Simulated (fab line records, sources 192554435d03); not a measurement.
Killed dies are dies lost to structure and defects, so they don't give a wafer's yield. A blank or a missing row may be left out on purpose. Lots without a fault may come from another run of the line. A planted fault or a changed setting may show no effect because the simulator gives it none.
Split-lot experiment | flow n5_finfet | 7 lots, 21 wafers read, on a route of 1938 steps

THE SPLIT
At N5_FIN_CUT_CUT_ETCH_15 (etches Si in HBr/Cl2/O2, target depth 100 nm, bt time 10 s, time 42.4 s), the setting time_s was moved away from the recipe's 42.4 s on 9 of the 21 wafers read, by -18.1% to +21.0%. The other wafers ran this setting at the recipe's value.

The reading is taken at the split's own step.

THE READING
SOC_of_FIN_CUT_COAT_18.thk_nm (the simulator's own value, which no gauge read), in nm, at N5_FIN_CUT_CUT_ETCH_15 (etches Si in HBr/Cl2/O2, target depth 100 nm, bt time 10 s, time 42.4 s). The file gives no usual value for it. The 12 wafers here that ran the recipe average 170.6 nm, standard deviation 0.98 nm.

wafer  | tool, chamber at the split | time_s as run, s | against the recipe | SOC_of_FIN_CUT_COAT_18.thk_nm, nm | against lot-mates on the recipe
L075.1 | rie_si-05, 2               | 51.31            | +21.0%             | 162.4                             | -6.2
L075.4 | rie_si-05, 1               | 42.4             | recipe             | 168.6                             | -
L075.5 | rie_si-05, 3               | 51.31            | +21.0%             | 162.2                             | -6.4
L078.1 | rie_si-04, 2               | 42.4             | recipe             | 172.4                             | -
L078.2 | rie_si-04, 1               | 42.4             | recipe             | 170.4                             | -
L078.4 | rie_si-04, 1               | 42.4             | recipe             | 171                               | -
L084.2 | rie_si-05, 0               | 38.9             | -8.3%              | 173.2                             | +3.0
L084.3 | rie_si-05, 1               | 38.9             | -8.3%              | 172.6                             | +2.4
L084.5 | rie_si-05, 2               | 42.4             | recipe             | 170.2                             | -
L085.2 | rie_si-03, 3               | 42.4             | recipe             | 172.2                             | -
L085.4 | rie_si-03, 2               | 42.4             | recipe             | 171.2                             | -
L085.6 | rie_si-03, 0               | 42.4             | recipe             | 170.8                             | -
L089.1 | rie_si-05, 1               | 42.4             | recipe             | 169.8                             | -
L089.4 | rie_si-05, 0               | 45.07            | +6.3%              | 169.4                             | -0.8
L089.5 | rie_si-05, 3               | 42.4             | recipe             | 170.6                             | -
L096.1 | rie_si-03, 2               | 42.4             | recipe             | 170.2                             | -
L096.2 | rie_si-03, 0               | 34.71            | -18.1%             | 176.4                             | +6.2
L096.3 | rie_si-03, 3               | 34.71            | -18.1%             | 176.8                             | +6.6
L097.2 | rie_si-03, 1               | 36.88            | -13.0%             | 175.8                             | +5.6
L097.4 | rie_si-03, 0               | 42.4             | recipe             | 170.2                             | -
L097.6 | rie_si-03, 2               | 36.88            | -13.0%             | 175.6                             | +5.4

THE FIT
A straight line over all 21 wafers: SOC_of_FIN_CUT_COAT_18.thk_nm changes by -0.363 nm for each +1% of time_s; r = -0.97; the points scatter about the line by 0.91 nm.
The same after taking each lot's own level away (the mean of its wafers on the recipe; 21 wafers): -0.331 nm for each +1%; r = -0.98; scatter 0.64 nm.
On that fit, the largest move of time_s shifts the reading by 7 nm.
The lots' own levels span 168.60 to 171.40 nm, that is 2.9 times the standard deviation above.
So the lot-to-lot level changes the slope little: the two slopes agree.
Check: with one of the wafers moved furthest among these (+21.0%) left out of the fit, the line predicts -6.9 nm for it against its lot-mates. It came out at -6.2 nm against them.

OTHER SPLITS ON THESE WAFERS
These wafers also went through other splits before the reading. Each is held against what the fit with the lots' levels taken away leaves over:
other split on the same wafers           | wafers away from the commonest value | r with SOC_of_FIN_CUT_COAT_18.thk_nm (lot level and that fit taken away)
N5_WELL_APT_COAT_02 spin_rpm             | 9                                    | +0.55
N5_PMOS_HMC_CHANNEL_EPI_HM_DEP_34 time_s | 8                                    | -0.14
N5_PMOS_HMC_CHANNEL_EPI_COAT_03 spin_rpm | 7                                    | +0.24
N5_FIN_SAQP_PEB_14 peb_time_s            | 9                                    | -0.29

THE WHOLE CHAIN: every reading that the file lists as answering this split, in the file's order
step                   | what it does                                                            | reading                                                                        | change (the file's fit)               | r (the file's)
N5_FIN_CUT_CUT_ETCH_15 | etches Si in HBr/Cl2/O2, target depth 100 nm, bt time 10 s, time 42.4 s | FIN_CUT.feature_depth_nm (the simulator's own value, which no gauge read)      | +0.911 nm for each +1% of the setting | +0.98
N5_FIN_CUT_CUT_ETCH_15 | etches Si in HBr/Cl2/O2, target depth 100 nm, bt time 10 s, time 42.4 s | etch.depth_nm (the simulator's own value, which no gauge read)                 | +0.91 nm for each +1% of the setting  | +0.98
N5_FIN_CUT_CUT_ETCH_15 | etches Si in HBr/Cl2/O2, target depth 100 nm, bt time 10 s, time 42.4 s | SOC_of_FIN_CUT_COAT_18.thk_nm (the simulator's own value, which no gauge read) | -0.332 nm for each +1% of the setting | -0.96

THE FILE'S OWN FIT
SOC_of_FIN_CUT_COAT_18.thk_nm changes by -0.332 nm for each +1% of time_s, r = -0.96.
